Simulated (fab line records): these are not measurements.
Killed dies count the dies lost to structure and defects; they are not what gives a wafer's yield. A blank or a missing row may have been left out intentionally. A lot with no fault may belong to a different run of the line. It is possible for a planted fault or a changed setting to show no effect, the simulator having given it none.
fab line records	flow n5_finfet
record lots=7	wafers=21	last_day=18
route steps=1938 shown BEOL_M15@1811 PASSIVATION@1936
lots with no fault: from the same line, run without faults
start_h: the number of hours between the record's first day and the start of the first shown wafer of the lot	wait_h: time in hours since the lot's previous step	" same as the row above	L1.1+2: several wafers, shown together as one row	- either no value or no given start	* or withheld: withheld	< > ~ a bound
route shown NAME@n: NAME is a module with steps in the file, n the number in the route of the first one	usual: mean/standard deviation taken from wafers without a fault	same: alike in all rows	chamber/n: place in a boat	sites: readings site by site	_std_site: the values' standard deviation	_edge_site: inner sites' mean taken away from outer sites' mean	radius_mm: how far each site lies from the wafer's centre	mask NAME#n: copy n	behind: the most recent tool/chamber to have shaped the wafer	hold: reason for holding the lot/hours on hold/outcome of the hold	device: the transistor (n, p or np) that didn't switch	end of line: the tests these same wafers got at the end of their route	where a step has no rows: the recipe by itself	killed: not the wafer's yield, but the dies lost to structure and defects at the first sort	map: per-die view of a wafer (x killed, . not killed, _ where there is no die)
set.NAME: the run value of the setting; set.NAME@STEP: its run value at that earlier step	model.NAME: the simulator's own value behind a step, which no gauge read
lots at some steps of the route; a table a step, a row a wafer
services: a tool's chamber out of use, with start hour (start_h, from the record's first day; less than 0 if before it), hours out, and reason
## steps
# step N5_BEOL_M15_STRIP_36
# recipe chemistry=O2	power_w=600	temp_c=60	pressure_mtorr=30	rf_frequency_hz=6e+07	bias_power_w=0	overash_fraction=0.3	o2_flow_sccm=225
# usual drypump_motor_current_A=5.9/0.45	o2_flow_sccm=225.0/0.76	oes_product_au=0.77/0.091	rf_vpp_V=3.4/0.95	showerhead_plenum_p_Torr=2.07/0.088	throttle_valve_pct=16.73/0.29
lot.wafer	tool	chamber	start_h	wait_h	drypump_motor_current_A	o2_flow_sccm	oes_product_au	rf_hours_counter_h	rf_vpp_V	showerhead_plenum_p_Torr	throttle_valve_pct
L523.1	rie_diel-06	0	261.01	0.5	6.5	225.2	0.73	208	3.3	1.99	16.48
L523.3	"	1	"	"	6.5	223.7	0.86	57	3.2	2.19	16.50
L523.4	"	3	"	"	5.9	224.7	0.76	149	2.9	1.92	16.36
L528.4	rie_diel-03	2	297.54	0.0	6.2	224.6	0.66	237	2.2	2.12	16.78
L528.5	"	1	"	"	6.8	227.0	0.66	-	4.2	1.99	17.11
L528.6	"	0	"	"	5.8	224.3	0.73	-	4.5	2.17	17.13
L537.2	rie_diel-01	3	347.74	3.9	5.4	227.0	0.73	189	3.5	2.08	17.04
L537.5	"	0	"	"	5.5	225.0	0.93	-	2.2	2.06	16.57
L537.6	"	1	"	"	5.5	225.5	0.86	-	3.5	2.10	16.58
L539.1	rie_diel-03	1	353.21	0.7	6.8	224.7	0.64	249	4.1	1.99	17.15
L539.2	"	0	"	"	5.8	225.5	0.71	208	2.1	2.17	17.17
L539.5	"	3	"	"	5.8	224.6	0.73	-	5.1	1.98	16.27
L538.1	rie_diel-03	2	368.66	0.7	6.2	224.5	1.00	1	3.9	2.11	16.39
L538.4	"	0	"	"	5.7	225.2	0.71	-	2.8	2.17	17.15
L538.6	"	2	"	"	6.2	223.8	1.00	-	4.1	2.11	16.37
L540.1	rie_diel-06	3	375.44	0.1	5.9	224.2	0.73	184	2.8	1.91	16.44
L540.3	"	1	"	"	6.4	225.0	0.81	92	2.2	2.18	16.54
L540.5	"	1	"	"	6.5	224.0	0.82	-	3.5	2.18	16.54
L544.1	rie_diel-06	1	400.35	8.1	6.5	225.7	0.80	102	2.2	2.17	16.56
L544.4	"	3	"	"	5.9	226.4	0.73	-	3.4	1.90	16.45
L544.6	"	2	"	"	5.7	225.1	0.90	-	2.6	2.04	16.87
# step N5_BEOL_M15_STRIP_62
# recipe chemistry=O2	power_w=600	temp_c=60	pressure_mtorr=30	rf_frequency_hz=6e+07	bias_power_w=0	overash_fraction=0.3	o2_flow_sccm=225
# step N5_BEOL_M15_STRIP_37
# recipe chemistry=O2	power_w=600	temp_c=60	pressure_mtorr=30	rf_frequency_hz=6e+07	bias_power_w=0	overash_fraction=0.3	o2_flow_sccm=225
# step N5_BEOL_M15_ETCH_38
# recipe chemistry=CF4/N2	target=SiCN	target_depth_a=1064	taper_deg=2	time_s=120.5	ion_energy_ev=150	mask_material=SiO2	pressure_mtorr=40	source_w=430	bias_w=70	Ar_flow_sccm=100	cf4_flow_sccm=60	n2_flow_sccm=60
# usual drypump_motor_current_A=5.9/0.45	oes_product_au=0.76/0.09	rf_vpp_V=381.6/2.3	showerhead_plenum_p_Torr=2.19/0.089	throttle_valve_pct=15.56/0.25
lot.wafer	tool	chamber	start_h	wait_h	drypump_motor_current_A	oes_product_au	rf_hours_counter_h	rf_vpp_V	showerhead_plenum_p_Torr	throttle_valve_pct
L523.1	rie_diel-06	0	-	-	6.5	0.75	208	379.0	2.10	15.24
L523.3	"	1	"	"	6.5	0.84	57	385.3	2.33	15.39
L523.4	"	3	"	"	5.9	0.76	149	376.7	2.04	15.21
L528.4	rie_diel-03	2	-	-	6.2	0.65	237	383.3	2.28	15.81
L528.5	"	1	"	"	6.9	0.67	-	380.1	2.10	15.86
L528.6	"	0	"	"	5.7	0.71	-	383.5	2.27	15.79
L537.2	rie_diel-01	3	-	-	5.4	0.71	189	380.6	2.21	15.94
L537.5	"	0	"	"	5.5	0.93	-	382.5	2.18	15.38
L537.6	"	1	"	"	5.5	0.87	-	381.8	2.24	15.48
L539.1	rie_diel-03	1	-	-	6.7	0.67	249	378.4	2.09	15.89
L539.2	"	0	"	"	5.7	0.71	208	383.8	2.27	15.87
L539.5	"	3	"	"	5.8	0.74	-	381.4	2.12	15.27
L538.1	rie_diel-03	2	-	-	6.2	0.96	1	383.6	2.27	15.37
L538.4	"	0	"	"	5.8	0.70	-	383.2	2.27	15.85
L538.6	"	2	"	"	6.2	0.97	-	384.9	2.27	15.36
L540.1	rie_diel-06	3	-	-	5.9	0.74	185	376.6	2.03	15.30
L540.3	"	1	"	"	6.5	0.80	92	384.0	2.32	15.46
L540.5	"	1	"	"	6.5	0.79	-	384.6	2.32	15.47
L544.1	rie_diel-06	1	-	-	6.5	0.79	102	385.4	2.31	15.49
L544.4	"	3	"	"	5.8	0.73	-	376.7	2.02	15.31
L544.6	"	2	"	"	5.6	0.89	-	380.6	2.14	15.56
# step N5_BEOL_M15_PRECLEAN_39
# recipe chemistry=residue_remover	time_s=60	temp_c=40
# step N5_BEOL_M15_SRD_40
# recipe time_s=30	temp_c=23	rinse_liquid=diw	dry=n2_spin	spin_rpm=1500	dry_time_s=30
# step N5_BEOL_M15_DEGAS_41
# recipe ambient=vacuum	temp_c=300	time_s=60
# usual heater_power_w=474/41	susceptor_temp_C=300.01/0.18
lot.wafer	tool	chamber	start_h	wait_h	heater_power_w	susceptor_temp_C
L523.1	pvd_sputter-02	-	261.70	0.4	500	299.93
L523.3	"	-	"	"	523	300.17
L523.4	"	-	"	"	534	300.07
L528.4	pvd_sputter-02	-	297.88	0.0	525	300.20
L528.5	"	-	"	"	525	300.25
L528.6	"	-	"	"	523	300.23
L537.2	pvd_sputter-03	-	348.19	0.1	488	300.03
L537.5	"	-	"	"	489	300.07
L537.6	"	-	"	"	502	300.21
L539.1	pvd_sputter-03	-	354.19	0.7	498	300.06
L539.2	"	-	"	"	480	300.17
L539.5	"	-	"	"	436	299.71
L538.1	pvd_sputter-01	-	369.28	0.3	329	299.95
L538.4	"	-	"	"	452	300.12
L538.6	"	-	"	"	451	300.34
L540.1	pvd_sputter-03	-	377.24	1.5	500	300.02
L540.3	"	-	"	"	488	300.03
L540.5	"	-	"	"	425	300.29
L544.1	pvd_sputter-01	-	400.70	0.0	426	299.75
L544.4	"	-	"	"	461	299.81
L544.6	"	-	"	"	428	299.91
# step N5_BEOL_M15_PRE_CLEAN_42
# recipe gas=H2/He	time_s=30	temp_c=300
# usual heater_power_w=474/40	susceptor_temp_C=300.02/0.2
lot.wafer	tool	chamber	start_h	wait_h	heater_power_w	susceptor_temp_C
L523.1	pvd_sputter-02	-	261.74	0.0	476	299.76
L523.3	"	-	"	"	528	299.79
L523.4	"	-	"	"	511	299.93
L528.4	pvd_sputter-02	-	297.92	0.0	511	300.25
L528.5	"	-	"	"	514	300.08
L528.6	"	-	"	"	530	300.40
L537.2	pvd_sputter-03	-	348.23	0.0	479	300.19
L537.5	"	-	"	"	496	300.06
L537.6	"	-	"	"	509	299.97
L539.1	pvd_sputter-03	-	354.23	0.0	489	300.05
L539.2	"	-	"	"	485	300.17
L539.5	"	-	"	"	434	300.12
L538.1	pvd_sputter-01	-	369.32	0.0	334	299.57
L538.4	"	-	"	"	445	300.12
L538.6	"	-	"	"	457	300.01
L540.1	pvd_sputter-03	-	377.28	0.0	493	300.09
L540.3	"	-	"	"	483	300.18
L540.5	"	-	"	"	433	300.19
L544.1	pvd_sputter-01	-	400.74	0.0	439	299.75
L544.4	"	-	"	"	461	299.74
L544.6	"	-	"	"	426	299.53
# step N5_BEOL_M15_SPUTTER_43
# recipe material=TaN	target_thk_a=150	temp_c=50	bias_v=168.6	power_w=15000	chamber_pressure_pa=0.12	time_s=24.19
# usual cathode_dc_power_W=15000/3	susceptor_temp_C=50.01/0.12	throttle_valve_pct=30.6/1.1
lot.wafer	tool	chamber	start_h	wait_h	cathode_dc_power_W	susceptor_temp_C	throttle_valve_pct
L523.1	pvd_sputter-02	-	261.78	0.0	15006	50.20	30.9
L523.3	"	-	"	"	15006	49.94	30.2
L523.4	"	-	"	"	15002	49.94	29.0
L528.4	pvd_sputter-02	-	297.96	0.0	15006	50.20	29.0
L528.5	"	-	"	"	15006	50.06	30.2
L528.6	"	-	"	"	15003	50.20	29.0
L537.2	pvd_sputter-03	-	348.27	0.0	15005	50.01	31.2
L537.5	"	-	"	"	14998	49.76	31.2
L537.6	"	-	"	"	15000	50.01	31.5
L539.1	pvd_sputter-03	-	354.27	0.0	15002	49.76	31.1
L539.2	"	-	"	"	15001	49.84	31.5
L539.5	"	-	"	"	15002	50.01	31.5
L538.1	pvd_sputter-01	-	369.36	0.0	14999	50.12	30.5
L538.4	"	-	"	"	15001	49.96	28.8
L538.6	"	-	"	"	15001	49.92	28.7
L540.1	pvd_sputter-03	-	377.32	0.0	15003	50.01	31.5
L540.3	"	-	"	"	15002	50.05	31.1
L540.5	"	-	"	"	15001	50.19	31.6
L544.1	pvd_sputter-01	-	400.78	0.0	15001	49.83	28.9
L544.4	"	-	"	"	15001	49.88	28.6
L544.6	"	-	"	"	14999	50.04	28.9
# step N5_BEOL_M15_SPUTTER_44
# recipe material=Ta	target_thk_a=150	temp_c=50	bias_v=80	power_w=15000	chamber_pressure_pa=0.07	time_s=24.19
# step N5_BEOL_M15_SPUTTER_45
# recipe material=Cu	target_thk_a=1000	temp_c=-20	bias_v=60	power_w=26000	chamber_pressure_pa=0.13	time_s=16.67
# step N5_BEOL_M15_ECD_47
# recipe material=Cu	target_thk_a=18600
# step N5_BEOL_M15_ANNEAL_48
# recipe temp_c=225	time_s=90	ambient=N2
# usual wafer_temp_C_max=226.03/0.22
lot.wafer	tool	chamber	start_h	wait_h	wafer_temp_C_max
L523.1	rtp_anneal-02	0	262.31	0.2	226.47
L523.3	"	0	"	"	226.56
L523.4	"	0	"	"	226.46
L528.4	rtp_anneal-02	0	298.61	0.2	225.93
L528.5	"	0	"	"	225.98
L528.6	"	0	"	"	226.03
L537.2	rtp_anneal-02	0	348.84	0.2	244.55
L537.5	"	0	"	"	244.31
L537.6	"	0	"	"	244.42
L539.1	rtp_anneal-02	0	354.79	0.2	244.81
L539.2	"	0	"	"	244.37
L539.5	"	0	"	"	244.55
L538.1	rtp_anneal-02	0	370.06	0.3	244.31
L538.4	"	0	"	"	244.17
L538.6	"	0	"	"	244.03
L540.1	rtp_anneal-01	0	377.84	0.2	225.94
L540.3	"	0	"	"	226.11
L540.5	"	0	"	"	225.91
L544.1	rtp_anneal-01	0	401.69	0.6	226.13
L544.4	"	0	"	"	225.73
L544.6	"	0	"	"	225.97
# step N5_BEOL_M15_CMP_49
# recipe stop_on=SiO2	t_overpolish_s=4.9	down_force_psi=2	platen_rpm=80	clearing_platen_down_force_psi=2	clearing_platen_rpm=80	post_cmp_clean=cu_alkaline	target_thk_nm=850	clearing_platen_pad_velocity_m_s=1.5917	pad_velocity_m_s=1.5917
# step N5_PASSIVATION_PROBE_49
# usual defect_limited_yield=91.2/1.6	killed_at_M0_to_M3=34/11	killed_at_M4_up=13/5.2	killed_at_contacts=13/6.3	killed_at_front_end=40/14	killed_at_other=3.2/2.4	killed_dies=104/19	killed_open=69/14	killed_short=32/7.5	sort_bin_4_leakage=0.00/0.04	sort_bin_5_function=5.3/1.1	sort_bin_6_memory=3.2/0.73	sort_bin_8_speed=0.01/0.038	sort_n_pass=1076/19	sort_yield_pct=91.2/1.6
# same gross_dies=1180	killed_at_back_side=0
lot.wafer	tool	chamber	start_h	wait_h	defect_limited_yield[%]	killed_at_M0_to_M3	killed_at_M4_up	killed_at_contacts	killed_at_front_end	killed_at_other	killed_dies	killed_open	killed_short	sort_bin_4_leakage[%]	sort_bin_5_function[%]	sort_bin_6_memory[%]	sort_bin_8_speed[%]	sort_n_pass	sort_yield_pct[%]
L523.1	prober-02	-	277.15	0.0	89.1	28	8	11	80	2	129	85	41	0	6.3	4.2	0.08	1051	89.1
L523.3	prober-02	-	277.25	0.1	88.9	25	13	18	66	9	131	81	42	0	7.3	3.3	0	1049	88.9
L523.4	prober-02	-	277.30	0.2	91.8	12	12	14	59	0	97	69	27	0	5.0	3.1	0	1083	91.8
L537.2	prober-02	-	364.54	0.1	88.3	52	21	21	39	5	138	95	41	0	7.1	4.4	0	1042	88.3
L537.5	prober-02	-	364.69	0.2	92.3	32	9	13	33	4	91	58	27	0	5.1	2.5	0	1089	92.3
L537.6	prober-02	-	364.74	0.3	89.4	64	8	11	38	4	125	83	39	0	6.0	4.3	0	1055	89.4
L539.1	prober-01	-	369.36	0.0	92.3	20	19	12	36	4	91	59	31	0	4.4	3.0	0	1089	92.3
L539.2	prober-01	-	369.41	0.1	89.0	51	7	18	53	1	130	86	43	0	7.2	3.5	0	1050	89.0
L539.5	prober-01	-	369.56	0.2	90.7	32	17	16	36	9	110	74	32	0	5.6	3.4	0	1070	90.7
L544.1	prober-02	-	421.56	0.0	91.1	17	29	5	48	6	105	64	39	0	5.6	3.0	0	1075	91.1
L544.4	prober-02	-	421.71	0.2	91.8	27	22	6	40	2	97	61	33	0	5.2	2.8	0	1083	91.8
L544.6	prober-02	-	421.81	0.3	91.2	22	28	11	40	3	104	75	29	0	5.2	3.4	0	1076	91.2
# killed by level:class
L523.1 STI_FIN_REVEAL:geometric_particle:open=17 FIN_SAQP:geometric_particle:short=14 FIN_SAQP:geometric_particle:open=12 DUMMY_GATE:geometric_particle:open=11 BEOL_M3:geometric_particle:open=9 MOL_CONTACT_COAG:geometric_particle:open=9 GATE_CUT:geometric_particle:short=7 BEOL_M1:geometric_particle:open=7
L523.3 STI_FIN_REVEAL:geometric_particle:open=22 MOL_CONTACT_COAG:geometric_particle:open=11 BEOL_M0_SAQP:geometric_particle:short=8 PASSIVATION:area_etch=8 FIN_SAQP:geometric_particle:open=7 STI_FIN_REVEAL:geometric_particle:short=7 MOL_CONTACT_COAG:geometric_particle:short=7 BEOL_M4:geometric_particle:open=7
L523.4 STI_FIN_REVEAL:geometric_particle:open=24 MOL_CONTACT_COAG:geometric_particle:open=11 FIN_SAQP:geometric_particle:short=10 FIN_SAQP:geometric_particle:open=7 BEOL_M0_SAQP:geometric_particle:short=5 BEOL_M4:geometric_particle:open=5 STARTING-WAFER:geometric_particle:short=5 GATE_CUT:geometric_particle:open=3
L537.2 MOL_CONTACT_COAG:geometric_particle:open=15 BEOL_M4:geometric_particle:open=15 BEOL_M0_SAQP:geometric_particle:short=12 BEOL_M0_SAQP:geometric_particle:open=12 BEOL_M3:geometric_particle:open=9 FIN_SAQP:geometric_particle:open=9 STI_FIN_REVEAL:geometric_particle:open=6 DUMMY_GATE:geometric_particle:open=6
L537.5 FIN_SAQP:geometric_particle:open=8 MOL_CONTACT_COAG:geometric_particle:open=8 BEOL_M0_SAQP:geometric_particle:open=8 BEOL_M0_SAQP:geometric_particle:short=7 BEOL_M2:geometric_particle:open=7 DUMMY_GATE:geometric_particle:open=5 BEOL_M0:geometric_particle:open=5 PASS1_DEP:geometric_particle:short=4
L537.6 BEOL_M0_SAQP:geometric_particle:open=15 BEOL_M1:geometric_particle:open=15 GATE_CUT:geometric_particle:short=10 BEOL_M3:geometric_particle:open=9 MOL_CONTACT_COAG:geometric_particle:open=8 BEOL_M0_SAQP:geometric_particle:short=8 BEOL_M2:geometric_particle:open=7 STI_FIN_REVEAL:geometric_particle:open=5
L539.1 MOL_CONTACT_COAG:geometric_particle:open=12 FIN_SAQP:geometric_particle:short=9 BEOL_M4:geometric_particle:open=9 BEOL_M0_SAQP:geometric_particle:open=7 FIN_SAQP:geometric_particle:open=5 BEOL_M0_SAQP:geometric_particle:short=5 STI_FIN_REVEAL:geometric_particle:open=4 DUMMY_GATE:geometric_particle:short=4
L539.2 MOL_CONTACT_COAG:geometric_particle:open=12 BEOL_M2:geometric_particle:open=12 FIN_SAQP:geometric_particle:open=9 BEOL_M0_SAQP:geometric_particle:open=9 FIN_SAQP:geometric_particle:short=8 STI_FIN_REVEAL:geometric_particle:open=8 BEOL_M0_SAQP:geometric_particle:short=8 DUMMY_GATE:geometric_particle:open=7
L539.5 MOL_CONTACT_COAG:geometric_particle:open=11 DUMMY_GATE:geometric_particle:open=8 FIN_SAQP:geometric_particle:open=7 BEOL_M4:geometric_particle:open=7 BEOL_M0_SAQP:geometric_particle:open=6 BEOL_M3:geometric_particle:open=5 FIN_SAQP:geometric_particle:short=4 STI_FIN_REVEAL:geometric_particle:open=4
L544.1 BEOL_M4:geometric_particle:open=19 STI_FIN_REVEAL:geometric_particle:open=14 FIN_SAQP:geometric_particle:short=7 STI_FIN_REVEAL:geometric_particle:short=7 BEOL_M0_SAQP:geometric_particle:short=4 BEOL_M0_SAQP:geometric_particle:open=4 BEOL_M4:geometric_particle:short=4 STARTING-WAFER:geometric_particle:open=4
L544.4 STI_FIN_REVEAL:geometric_particle:open=17 BEOL_M4:geometric_particle:open=10 FIN_SAQP:geometric_particle:short=7 BEOL_M0_SAQP:geometric_particle:short=7 DUMMY_GATE:geometric_particle:open=5 BEOL_M4:geometric_particle:short=5 BEOL_M0_SAQP:geometric_particle:open=5 BEOL_M2:geometric_particle:open=5
L544.6 STI_FIN_REVEAL:geometric_particle:open=17 BEOL_M4:geometric_particle:open=16 MOL_CONTACT_COAG:geometric_particle:open=10 FIN_SAQP:geometric_particle:open=7 FIN_SAQP:geometric_particle:short=7 BEOL_M1:geometric_particle:open=5 BEOL_M4:geometric_particle:short=5 BEOL_M3:geometric_particle:open=4
## services
tool	chamber	start_h	hours	kind
rie_diel-01	0	267.70	-	clean
rie_diel-01	0	267.70	-	consumable_replace:focus_ring
rie_diel-01	1	293.98	4.3	repair
rie_diel-03	-	297.78	2.8	pm
rie_diel-01	-	333.66	2.8	pm
rtp_anneal-01	-	342.45	5.1	pm
rie_diel-03	2	348.96	-	clean
rie_diel-03	2	348.96	-	consumable_replace:focus_ring
rie_diel-03	2	348.96	17.4	scheduled_down
rie_diel-03	2	348.96	17.4	vent_cycle
rie_diel-03	1	366.36	-	clean
rie_diel-03	1	366.36	-	consumable_replace:focus_ring
rie_diel-03	1	366.36	-	consumable_replace:showerhead
rie_diel-03	1	366.36	16.0	scheduled_down
rie_diel-03	1	366.36	16.0	vent_cycle
rie_diel-06	2	371.77	13.6	repair
rie_diel-01	1	388.45	10.8	repair
rie_diel-06	0	391.23	-	clean
rie_diel-06	0	391.23	-	consumable_replace:focus_ring
rie_diel-06	0	391.23	-	consumable_replace:showerhead
rie_diel-06	0	391.23	16.9	scheduled_down
rie_diel-06	0	391.23	16.9	vent_cycle
pvd_sputter-03	-	394.19	6.1	repair
pvd_sputter-01	-	401.18	5.6	repair
## key
first_sign step=N5_BEOL_M15_ANNEAL_48	reading=wafer_temp_C_max	direction=up	sigmas=83	usual=*	struck=*
effect none on later readings
met_at N5_BEOL_M15_ANNEAL_48
struck_wafers L537.2,L537.5,L537.6,L538.1,L538.4,L538.6,L539.1,L539.2,L539.5
onset_between 298.61 348.84
fault kind=process_parameter_drift	tool=rtp_anneal-02	chamber=-	onset_h=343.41	steps=N5_BEOL_M15_ANNEAL_48	channel=temp_c	offset=*	shape=step	end_h=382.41	acts_in=*	stated=*
